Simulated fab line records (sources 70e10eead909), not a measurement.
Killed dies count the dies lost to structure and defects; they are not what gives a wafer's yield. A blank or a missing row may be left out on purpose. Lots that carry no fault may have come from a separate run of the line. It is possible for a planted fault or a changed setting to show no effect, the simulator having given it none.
Matching of chambers | flow nandHarc | pecvd-03 running NHARC_A_BONDPAD_DEP_00: 3 sister chambers
The step deposits SiCN, target thk 250 nm. 6 wafers are shown with their chamber, then 11 later ones without.

## WAFERS PAIRED WITH THEIR CHAMBERS
wafer  | chamber | heaterPowerW (W)
L089.1 | 2       | 522
L089.4 | 1       | 561
L091.2 | 2       | 494
L091.3 | 0       | 573
L091.4 | 1       | 591
L090.2 | 0       | 600

## WAFERS MISSING THEIR CHAMBER
wafer  | heaterPowerW (W)
L090.4 | 528
L090.5 | 631
L090.1 | 526
L090.3 | 462
L090.6 | 474
L096.2 | 620
L096.5 | 526
L096.6 | 582
L097.2 | 554
L097.3 | 564
L097.6 | 411

## WHICH CHAMBER EACH ONE RAN IN
wafer  | from the rows above          | in truth
L090.4 | can't be placed: 2 or 1 or 0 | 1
L090.5 | can't be placed: 0 or 1      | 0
L090.1 | can't be placed: 2 or 1      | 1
L090.3 | 2                            | 2
L090.6 | 2                            | 2
L096.2 | can't be placed: 0 or 1      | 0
L096.5 | can't be placed: 2 or 1      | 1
L096.6 | can't be placed: 0 or 1      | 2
L097.2 | can't be placed: 1 or 0 or 2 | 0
L097.3 | can't be placed: 1 or 0      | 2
L097.6 | 2                            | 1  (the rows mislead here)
2 of 11 placed correctly. These rows do not allow placing 8 (true chamber among the candidates in 6). Number placed wrongly: 1.
How it was worked out, from the rows above alone: a wafer's distance from a chamber is the root of the sum, over the readings, of the square of ((its reading less the chamber's mean) divided by the reading's scatter). If the next closest chamber is less than 2 further off than the closest, the wafer can't be placed; otherwise it belongs to the closest. The mean given for a chamber averages the wafers shown for that chamber. The scatter: take each reading less its chamber's mean, square it, sum over the shown wafers, divide by the number of wafers less the number of chambers, and take the root.
